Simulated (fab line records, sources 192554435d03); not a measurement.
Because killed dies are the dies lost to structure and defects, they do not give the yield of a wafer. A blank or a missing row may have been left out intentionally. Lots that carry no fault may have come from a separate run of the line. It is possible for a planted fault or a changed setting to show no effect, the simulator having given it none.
fab line records ; flow n5-finfet
record: lots: 9; wafers: 25; last-day: 19
route steps=1938 shown FIN_SAQP@99 BEOL_M4@1111 PASSIVATION@1936
lots with no fault: from the same line, run without faults
start-h: hours from the record's opening day to when the first of the lot's shown wafers began ; wait-h: time in hours since the lot's previous step ; " repeats the value in the row above ; L1.1+2: a single row standing in for several wafers ; - either no value or no given start ; * or withheld: withheld ; < > ~ a bound
route shown NAME@n: names a module that has steps shown in the file, with the first one's number in the route ; usual: mean and standard deviation over wafers with no fault ; same: alike in all rows ; chamber/n: place in a boat ; sites: per-site readings ; _std_site: their standard deviation ; _edge_site: mean of outer sites minus mean of inner sites ; radius-mm: how far each site lies from the wafer's centre ; mask NAME#n: copy n ; behind: tool/chamber where the wafer was last shaped ; hold: what put the lot on hold/how long, in hours/how the hold closed ; device: names the non-switching transistor (n, p or np) ; end of line: the same wafers' tests at the end of the route ; where a step has no rows: the recipe by itself ; killed: at the first sort, the dies lost to defects and structure; wafer yield is something else ; map: shows each die of a wafer: x if killed, . if not, _ if none is there
set.NAME: the setting as run; set.NAME@STEP: as run at that earlier step ; model.NAME: the simulator's own value behind a step, which no gauge read
steps of the route over a sample of lots; a table a step, a row a wafer
services: when a tool's chamber went out of use (start-h, in hours from the record's first day, below 0 if earlier), for how many hours, and the reason
== steps ==
step: N5_FIN_SAQP_PECVD_48
recipe: material: SiNx; target-thk-a: 250; temp-c: 400; precursor: SiH4/NH3/N2; pressure-torr: 1.5; rf-w: 300; time-s: 22.1
usual: chamber-pressure-Torr: 1.500/0.0032; heater-power-w: 766/100; showerhead-plenum-p-Torr: 5.17/0.047; throttle-valve-pct: 39.7/1.8
lot.wafer;tool;chamber;start-h;wait-h;chamber-pressure-Torr;heater-power-w;showerhead-plenum-p-Torr;since-wet-clean-h;throttle-valve-pct
L618.2;pecvd-03;2;21.40;0.0;1.500;738;5.12;1994;41.2
L618.5;pecvd-03;0;21.40;0.0;1.506;660;5.15;-;39.8
L618.6;pecvd-03;2;21.40;0.0;1.498;726;5.11;-;41.4
L620.2;pecvd-03;0;33.97;0.0;1.499;651;5.14;557;39.7
L620.4;pecvd-03;2;33.97;0.0;1.497;730;5.10;-;41.4
L620.6;pecvd-03;1;33.97;0.0;1.498;814;5.16;-;40.7
L622.1;pecvd-01;1;45.73;0.0;1.501;709;5.17;1475;40.2
L622.2;pecvd-01;0;45.73;0.0;1.503;992;5.20;750;40.5
L622.6;pecvd-01;0;45.73;0.0;1.503;978;5.22;-;40.8
L623.1;pecvd-01;0;50.87;0.0;1.498;952;5.21;755;40.6
L623.4;pecvd-01;0;50.87;0.0;1.495;948;5.22;-;40.7
L623.5;pecvd-01;0;50.87;0.0;1.497;977;5.22;-;40.9
L633.1;pecvd-01;1;110.91;0.0;1.499;761;5.16;1540;40.3
L633.6;pecvd-01;0;110.91;0.0;1.493;998;5.21;-;41.0
L635.1;pecvd-01;1;124.47;0.0;1.498;664;5.16;1553;40.6
L635.5;pecvd-01;2;124.47;0.0;1.495;833;5.24;-;35.7
L637.3;pecvd-03;2;134.94;0.0;1.500;627;5.12;2108;41.2
L637.4;pecvd-03;2;134.94;0.0;1.503;651;5.11;-;41.3
L637.6;pecvd-03;0;134.94;0.0;1.496;642;5.14;-;39.9
L638.1;pecvd-03;2;141.74;0.0;1.494;676;5.12;2114;41.2
L638.2;pecvd-03;1;141.74;0.0;1.499;826;5.16;1389;40.6
L638.5;pecvd-03;0;141.74;0.0;1.494;677;5.14;-;40.2
L639.1;pecvd-03;2;147.41;0.0;1.503;735;5.12;2120;41.5
L639.4;pecvd-03;2;147.41;0.0;1.502;722;5.11;-;41.4
L639.5;pecvd-03;0;147.41;0.0;1.503;731;5.14;-;40.3
step: N5_FIN_SAQP_OVL_MEAS_17
recipe: points-per-wafer: 44
usual: FIN_CORE_OVL: 0.1/0.95
lot.wafer;tool;chamber;start-h;wait-h;FIN_CORE_OVL[nm]
L618.2;overlay-01;0;22.05;0.0;-0.4
L618.5;overlay-01;0;22.05;0.0;-0.1
L618.6;overlay-01;0;22.05;0.0;-0.1
L620.2;overlay-01;0;34.62;0.0;-1.2
L620.4;overlay-01;0;34.62;0.0;-1.0
L620.6;overlay-01;0;34.62;0.0;-2.3
L622.1;overlay-01;0;46.43;0.0;0.7
L622.2;overlay-01;0;46.43;0.0;-0.6
L622.6;overlay-01;0;46.43;0.0;0.2
L623.1;overlay-02;0;51.57;0.0;1.6
L623.4;overlay-02;0;51.57;0.0;2.0
L623.5;overlay-02;0;51.57;0.0;2.1
L633.1;overlay-02;0;111.56;0.0;-0.5
L633.6;overlay-02;0;111.56;0.0;-0.4
L635.1;overlay-01;0;125.17;0.0;-0.4
L635.5;overlay-01;0;125.17;0.0;-0.2
L637.3;overlay-01;0;135.50;0.0;0.7
L637.4;overlay-01;0;135.50;0.0;0.8
L637.6;overlay-01;0;135.50;0.0;0.3
L638.1;overlay-01;0;142.39;0.0;0.7
L638.2;overlay-01;0;142.39;0.0;-0.6
L638.5;overlay-01;0;142.39;0.0;0.4
L639.1;overlay-02;0;148.06;0.0;0.2
L639.4;overlay-02;0;148.06;0.0;-0.1
L639.5;overlay-02;0;148.06;0.0;-0.5
step: N5_FIN_SAQP_ETCH_57
recipe: chemistry: CH3F/O2; target: SiNx; mask-material: SiO2; target-depth-a: 325; time-s: 46.4; pressure-mtorr: 30; source-w: 395; bias-w: 73; Ar_flow_sccm: 150; CH3F_flow_sccm: 30; O2_flow_sccm: 20; ion-energy-ev: 120; ends: cleared
usual: drypump-motor-current-A: 5.8/0.42; etch-rf-on-time-s: 46.3/1.3; oes-product-au: 0.65/0.052; rf-vpp-V: 299/5.4; showerhead-plenum-p-Torr: 2.01/0.077; throttle-valve-pct: 16.37/0.25
lot.wafer;tool;chamber;start-h;wait-h;drypump-motor-current-A;etch-rf-on-time-s;oes-product-au;rf-hours-counter-h;rf-vpp-V;showerhead-plenum-p-Torr;throttle-valve-pct
L618.2;rie-diel-02;2;24.21;0.0;6.4;43.2;0.81;11;305;2.14;16.16
L618.5;rie-diel-02;1;24.21;0.0;5.7;46.7;0.64;-;296;2.07;16.42
L618.6;rie-diel-02;2;24.21;0.0;6.3;43.5;0.81;-;306;2.14;16.16
L620.2;rie-diel-05;2;37.57;0.0;5.5;45.4;0.65;149;301;2.07;16.09
L620.4;rie-diel-05;3;37.57;0.0;6.1;45.3;0.67;123;299;2.01;16.38
L620.6;rie-diel-05;3;37.57;0.0;6.1;46.4;0.67;-;299;2.01;16.39
L622.1;rie-diel-05;0;48.79;0.1;5.6;46.3;0.62;163;305;1.99;16.65
L622.2;rie-diel-05;1;48.79;0.1;6.5;47.3;0.59;189;298;1.91;16.55
L622.6;rie-diel-05;1;48.79;0.1;6.5;47.1;0.60;-;298;1.91;16.53
L623.1;rie-diel-04;1;53.68;0.0;5.3;47.1;0.63;171;299;2.09;16.73
L623.4;rie-diel-04;0;53.68;0.0;5.6;45.4;0.74;36;289;1.95;15.87
L623.5;rie-diel-04;1;53.68;0.0;5.3;47.9;0.62;-;299;2.09;16.71
L633.1;rie-diel-04;0;115.13;0.3;5.6;40.5;0.70;61;288;1.94;15.93
L633.6;rie-diel-04;3;115.13;0.3;5.8;41.2;0.61;-;298;2.07;16.70
L635.1;rie-diel-02;2;127.51;0.0;6.4;40.1;0.74;51;307;2.12;16.21
L635.5;rie-diel-02;1;127.51;0.0;5.8;48.2;0.62;-;297;2.06;16.48
L637.3;rie-diel-04;0;137.98;0.0;5.6;45.9;0.69;70;287;1.94;15.95
L637.4;rie-diel-04;1;137.98;0.0;5.3;47.5;0.61;201;299;2.08;16.77
L637.6;rie-diel-04;0;137.98;0.0;5.6;46.6;0.69;-;288;1.94;15.94
L638.1;rie-diel-05;3;144.82;0.0;6.1;44.2;0.65;148;299;2.00;16.40
L638.2;rie-diel-05;2;144.82;0.0;5.5;45.3;0.63;183;300;2.06;16.12
L638.5;rie-diel-05;3;144.82;0.0;6.1;45.1;0.66;-;297;2.00;16.44
L639.1;rie-diel-04;2;150.58;0.0;6.1;44.9;0.64;179;293;1.91;16.25
L639.4;rie-diel-04;0;150.58;0.0;5.6;47.2;0.69;72;288;1.94;15.93
L639.5;rie-diel-04;1;150.58;0.0;5.3;48.0;0.61;-;299;2.08;16.77
step: N5_FIN_SAQP_RECESS_63
recipe: chemistry: HF/NH3; target: SiO2; target-depth-a: 180; afs-cycles: 3; temp-c: 30; sublimation-temp-c: 180; sublimation-time-s: 60
usual: drypump-motor-current-A: 5.8/0.41
same: sublimation-time-s: 60
lot.wafer;tool;chamber;start-h;wait-h;drypump-motor-current-A
L618.2;vapor-etch-01;1;24.43;0.1;6.1
L618.5;vapor-etch-01;0;24.43;0.1;5.9
L618.6;vapor-etch-01;1;24.43;0.1;6.1
L620.2;vapor-etch-02;0;37.79;0.1;5.2
L620.4;vapor-etch-02;1;37.79;0.1;6.2
L620.6;vapor-etch-02;0;37.79;0.1;5.2
L622.1;vapor-etch-02;0;49.01;0.1;5.2
L622.2;vapor-etch-02;1;49.01;0.1;6.2
L622.6;vapor-etch-02;1;49.01;0.1;6.2
L623.1;vapor-etch-02;1;53.90;0.1;6.2
L623.4;vapor-etch-02;1;53.90;0.1;6.2
L623.5;vapor-etch-02;0;53.90;0.1;5.2
L633.1;vapor-etch-02;1;115.36;0.1;6.2
L633.6;vapor-etch-02;0;115.36;0.1;5.2
L635.1;vapor-etch-02;1;127.73;0.1;6.2
L635.5;vapor-etch-02;0;127.73;0.1;5.2
L637.3;vapor-etch-02;0;138.46;0.3;5.2
L637.4;vapor-etch-02;1;138.46;0.3;6.2
L637.6;vapor-etch-02;1;138.46;0.3;6.2
L638.1;vapor-etch-02;1;145.04;0.1;6.3
L638.2;vapor-etch-02;0;145.04;0.1;5.2
L638.5;vapor-etch-02;1;145.04;0.1;6.2
L639.1;vapor-etch-02;0;150.80;0.1;5.2
L639.4;vapor-etch-02;1;150.80;0.1;6.2
L639.5;vapor-etch-02;1;150.80;0.1;6.2
step: N5_FIN_SAQP_ETCH_69
recipe: chemistry: N2/H2; target: SOC; target-depth-a: 1500; stop-on: SiNx; ion-energy-ev: 100; bias-w: 61; pressure-mtorr: 30; source-w: 850; n2-flow-sccm: 200; h2-flow-sccm: 200
usual: drypump-motor-current-A: 5.7/0.49; h2-flow-sccm: 200.0/0.58; oes-product-au: 0.74/0.058; rf-vpp-V: 240.7/1.6; showerhead-plenum-p-Torr: 2.55/0.11; throttle-valve-pct: 17.87/0.22
lot.wafer;tool;chamber;start-h;wait-h;drypump-motor-current-A;h2-flow-sccm;oes-product-au;rf-hours-counter-h;rf-vpp-V;showerhead-plenum-p-Torr;throttle-valve-pct
L618.2;rie-diel-05;3;24.88;-;6.1;200.1;0.78;117;240.2;2.55;17.73
L618.5;rie-diel-05;3;24.88;-;6.1;199.1;0.78;-;240.9;2.55;17.74
L618.6;rie-diel-05;1;24.88;-;6.5;200.2;0.70;-;238.3;2.41;17.93
L620.2;rie-diel-04;3;38.24;-;5.7;200.9;0.73;159;241.1;2.66;18.17
L620.4;rie-diel-04;1;38.24;-;5.3;200.4;0.73;166;243.1;2.65;18.10
L620.6;rie-diel-04;1;38.24;-;5.3;199.1;0.74;-;241.9;2.65;18.10
L622.1;rie-diel-04;3;49.50;-;5.7;200.4;0.72;163;242.6;2.66;18.19
L622.2;rie-diel-04;2;49.50;-;6.1;199.6;0.77;144;239.8;2.45;17.80
L622.6;rie-diel-04;3;49.50;-;5.7;200.2;0.73;-;241.2;2.66;18.19
L623.1;rie-diel-02;3;54.45;-;4.9;200.6;0.74;171;241.4;2.55;17.89
L623.4;rie-diel-02;3;54.45;-;4.9;201.0;0.74;-;240.8;2.55;17.87
L623.5;rie-diel-02;2;54.45;-;6.4;200.0;0.90;-;243.9;2.72;17.68
L633.1;rie-diel-02;3;115.81;-;4.9;200.3;0.71;194;240.2;2.54;17.93
L633.6;rie-diel-02;1;115.81;-;5.8;199.7;0.71;-;241.5;2.65;18.03
L635.1;rie-diel-04;2;128.19;-;6.1;199.6;0.74;172;238.8;2.44;17.84
L635.5;rie-diel-04;3;128.19;-;5.7;200.0;0.70;-;242.2;2.65;18.25
L637.3;rie-diel-02;1;138.79;-;5.8;200.4;0.70;188;243.3;2.65;18.04
L637.4;rie-diel-02;2;138.79;-;6.4;200.6;0.84;54;240.9;2.70;17.73
L637.6;rie-diel-02;3;138.79;-;4.9;199.1;0.71;-;241.1;2.53;17.93
L638.1;rie-diel-05;2;145.52;-;5.5;200.0;0.73;184;240.7;2.65;17.81
L638.2;rie-diel-05;1;145.52;-;6.5;200.6;0.67;221;238.8;2.39;18.01
L638.5;rie-diel-05;3;145.52;-;6.1;199.8;0.76;-;240.0;2.53;17.77
L639.1;rie-diel-02;1;151.27;-;5.8;199.6;0.71;191;241.5;2.64;18.05
L639.4;rie-diel-02;0;151.27;-;5.8;200.3;0.69;233;239.4;2.39;17.76
L639.5;rie-diel-02;2;151.27;-;6.4;199.5;0.83;-;244.0;2.70;17.72
step: N5_BEOL_M4_RC_MEAS_101
usual: DIBL_N: 36.6/1.9; DIBL_P: 36.7/2.2; IOFF_N: 0.16/0.035; IOFF_P: 0.22/0.038; ION_N: 672/14; ION_P: 462/8.3; SS_N: 71.6/0.65; SS_P: 73.5/0.72; VT_N: 250/3.5; VT_P: -250/3.1
lot.wafer;tool;chamber;start-h;wait-h;DIBL_N[mV/V];DIBL_P[mV/V];IOFF_N[nA/um];IOFF_P[nA/um];ION_N[uA/um];ION_P[uA/um];SS_N[mV/dec];SS_P[mV/dec];VT_N[mV];VT_P[mV]
L618.2;prober-01;0;203.17;0.2;39.2;40.5;0.22;0.34;686;483;71.1;74.5;243;-239
L618.5;prober-01;0;203.17;0.2;37.5;39.0;0.17;0.29;677;471;71.0;73.9;247;-244
L618.6;prober-01;0;203.17;0.2;33.2;32.6;0.10;0.18;646;455;69.9;72.5;255;-252
L622.1;prober-02;0;207.69;0.0;36.5;36.7;0.15;0.19;653;448;71.6;73.3;254;-258
L622.2;prober-02;0;207.69;0.0;34.4;34.7;0.12;0.16;667;453;71.0;72.7;254;-257
L622.6;prober-02;0;207.69;0.0;33.4;32.6;0.11;0.14;650;442;70.7;71.6;257;-257
L620.2;prober-02;0;218.38;0.2;37.3;37.3;0.16;0.25;690;480;71.2;73.6;248;-247
L620.4;prober-02;0;218.38;0.2;33.2;32.7;0.11;0.18;685;474;70.0;72.5;253;-250
L620.6;prober-02;0;218.38;0.2;34.2;34.5;0.13;0.20;676;477;70.5;72.5;251;-249
L623.1;prober-02;0;222.91;0.0;35.6;35.6;0.12;0.20;653;462;71.6;72.9;255;-250
L623.4;prober-02;0;222.91;0.0;37.4;37.6;0.16;0.22;651;448;72.3;73.5;252;-251
L623.5;prober-02;0;222.91;0.0;34.8;36.4;0.13;0.21;661;462;70.8;73.2;253;-248
L633.1;prober-01;0;283.47;0.0;36.6;32.5;0.13;0.18;661;455;71.1;73.0;252;-254
L633.6;prober-01;0;283.47;0.0;41.0;37.7;0.23;0.27;677;462;72.7;74.2;244;-249
L635.1;prober-02;0;293.14;0.0;36.2;37.9;0.19;0.24;674;467;71.5;74.5;246;-247
L635.5;prober-02;0;293.14;0.0;37.8;39.9;0.21;0.29;677;461;72.5;75.2;246;-245
L637.3;prober-02;0;297.27;0.3;40.8;42.0;0.26;0.32;692;467;72.9;74.4;245;-245
L637.4;prober-02;0;297.27;0.3;35.1;35.6;0.14;0.21;663;457;71.1;73.1;251;-249
L637.6;prober-02;0;297.27;0.3;36.6;36.8;0.16;0.21;676;462;71.7;73.4;250;-251
L638.1;prober-01;0;319.10;0.0;37.4;38.4;0.16;0.22;678;468;71.0;74.4;251;-249
L638.2;prober-01;0;319.10;0.0;37.4;38.9;0.17;0.25;667;455;71.4;73.9;253;-247
L638.5;prober-01;0;319.10;0.0;38.9;38.7;0.18;0.24;654;452;72.4;74.9;254;-249
L639.1;prober-02;0;326.31;0.0;38.1;37.1;0.19;0.25;669;458;71.4;73.8;249;-248
L639.4;prober-02;0;326.31;0.0;35.2;34.2;0.14;0.19;680;466;71.2;72.6;251;-250
L639.5;prober-02;0;326.31;0.0;35.7;34.4;0.14;0.21;678;474;71.6;73.6;249;-248
step: N5_PASSIVATION_PROBE_49
usual: defect-limited-yield: 91.6/1.4; killed_at_M0_to_M3: 35/10; killed_at_M4_up: 13/4.8; killed-at-contacts: 12/7.2; killed-at-front-end: 36/12; killed-at-other: 4/3.1; killed-dies: 100/17; killed-open: 66/13; killed-short: 32/7.3; sort_bin_5_function: 5.0/0.94; sort_bin_6_memory: 3.1/0.67; sort_bin_8_speed: 0.01/0.047; sort-n-pass: 1080/17; sort-yield-pct: 91.6/1.4
same: gross-dies: 1180; killed-at-back-side: 0; sort_bin_4_leakage[%]: 0
lot.wafer;tool;chamber;start-h;wait-h;defect-limited-yield[%];killed_at_M0_to_M3;killed_at_M4_up;killed-at-contacts;killed-at-front-end;killed-at-other;killed-dies;killed-open;killed-short;sort_bin_5_function[%];sort_bin_6_memory[%];sort_bin_8_speed[%];sort-n-pass;sort-yield-pct[%]
L635.5;prober-01;-;409.34;0.2;93.5;31;5;9;30;2;77;55;22;4.3;1.8;0;1103;93.5
killed by level:class
L635.5 BEOL_M0_SAQP:geometric-particle:open=10 BEOL_M1:geometric-particle:open=8 MOL_CONTACT_COAG:geometric-particle:open=7 FIN_SAQP:geometric-particle:short=6 FIN_SAQP:geometric-particle:open=6 DUMMY_GATE:geometric-particle:open=6 BEOL_M0_SAQP:geometric-particle:short=6 STI_FIN_REVEAL:geometric-particle:open=5
== services ==
tool;chamber;start-h;hours;kind
rie-diel-02;0;-1.93;9.3;repair
vapor-etch-01;-;1.69;0.7;repair
rie-diel-05;2;15.87;9.6;repair
pecvd-01;0;16.56;5.5;scheduled-down
pecvd-01;2;22.02;-;clean
pecvd-01;2;22.02;-;consumable-replace:showerhead
pecvd-01;2;22.02;29.0;scheduled-down
pecvd-01;2;22.02;29.0;vent-cycle
rie-diel-02;-;25.16;2.9;repair
rie-diel-02;-;30.50;0.2;repair
rie-diel-02;1;38.04;19.6;repair
rie-diel-05;3;48.03;14.3;repair
pecvd-01;-;56.99;1.0;repair
rie-diel-02;1;58.16;9.7;repair
rie-diel-05;-;70.86;2.8;pm
vapor-etch-01;-;95.60;0.2;repair
vapor-etch-01;-;101.70;1.5;repair
vapor-etch-02;-;110.28;2.8;pm
vapor-etch-02;1;116.87;2.6;repair
rie-diel-05;-;117.75;0.6;repair
pecvd-01;0;118.56;17.8;repair
rie-diel-05;-;126.84;0.3;repair
pecvd-03;2;135.26;2.1;scheduled-down
rie-diel-04;0;146.11;2.5;repair
== key ==
first-sign: step: N5_FIN_SAQP_ETCH_57; reading: etch-rf-on-time-s; direction: down; sigmas: 4.5; usual: *; struck: *
effect none on later readings
met-at N5_FIN_SAQP_PECVD_48
struck-lots L633,L635
struck-wafers L633.1,L633.6,L635.1
not-acting-at N5_FIN_SAQP_OVL_MEAS_17,N5_FIN_SAQP_RECESS_63,N5_FIN_SAQP_ETCH_69
onset-between 50.87 110.91
fault: kind: process-parameter-drift; tool: pecvd-01; chamber: -; onset-h: 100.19; steps: N5_FIN_SAQP_PECVD_48; channel: time-s; offset: *; shape: step; end-h: 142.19; scope: struck-wafers-only; acts-in: *; stated: *
